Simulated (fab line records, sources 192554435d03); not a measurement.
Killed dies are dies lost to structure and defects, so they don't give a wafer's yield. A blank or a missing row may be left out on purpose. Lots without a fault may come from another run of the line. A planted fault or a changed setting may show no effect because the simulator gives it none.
Chamber matching | flow n5_finfet | N5_BEOL_M4_DESCUM_33 on rie_diel-01: 4 sister chambers
The step chemistry O2, time 7 s. 8 wafers are shown with their chamber, then 11 later ones without.

WAFERS WITH THEIR CHAMBER
wafer  | chamber | showerhead_plenum_p_Torr (Torr) | throttle_valve_pct (%)
L080.2 | 1       | 2.13                            | 20.13
L080.6 | 2       | 2.04                            | 20.51
L082.2 | 1       | 2.13                            | 20.11
L082.3 | 2       | 2.04                            | 20.52
L090.3 | 0       | 2.03                            | 20.50
L090.5 | 0       | 2.03                            | 20.52
L090.6 | 3       | 2.24                            | 19.99
L093.1 | 3       | 2.23                            | 19.99

WAFERS WITHOUT THEIR CHAMBER
wafer  | showerhead_plenum_p_Torr (Torr) | throttle_valve_pct (%)
L093.3 | 2.12                            | 20.16
L093.4 | 2.04                            | 20.55
L092.3 | 2.04                            | 20.55
L092.4 | 2.23                            | 20.01
L092.5 | 2.12                            | 20.17
L095.2 | 2.03                            | 20.53
L095.5 | 2.03                            | 20.52
L095.6 | 2.23                            | 20.01
L096.2 | 2.03                            | 20.53
L096.3 | 2.23                            | 20.01
L096.5 | 2.03                            | 20.57

WHICH CHAMBER EACH WENT THROUGH
wafer  | from the rows above     | in truth
L093.3 | 1                       | 1
L093.4 | can't be placed: 2 or 0 | 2
L092.3 | can't be placed: 2 or 0 | 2
L092.4 | 3                       | 3
L092.5 | 1                       | 1
L095.2 | can't be placed: 0 or 2 | 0
L095.5 | can't be placed: 0 or 2 | 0
L095.6 | 3                       | 3
L096.2 | can't be placed: 0 or 2 | 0
L096.3 | 3                       | 3
L096.5 | can't be placed: 0 or 2 | 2
Placed correctly: 5 of 11. Can't be placed from these rows: 6 (the true chamber is among the candidates in 6). Placed wrongly: 0.
How it was worked out, from the rows above alone: a wafer's distance from a chamber is the root of the sum, over the readings, of the square of ((its reading less the chamber's mean) divided by the reading's scatter). The wafer belongs to the nearest chamber; if the next one is less than 2 further off, it can't be placed. A chamber's mean is the mean of its shown wafers. The scatter: the root of (the sum of the squares of (reading less its chamber's mean) over the shown wafers, divided by (wafers less chambers)).
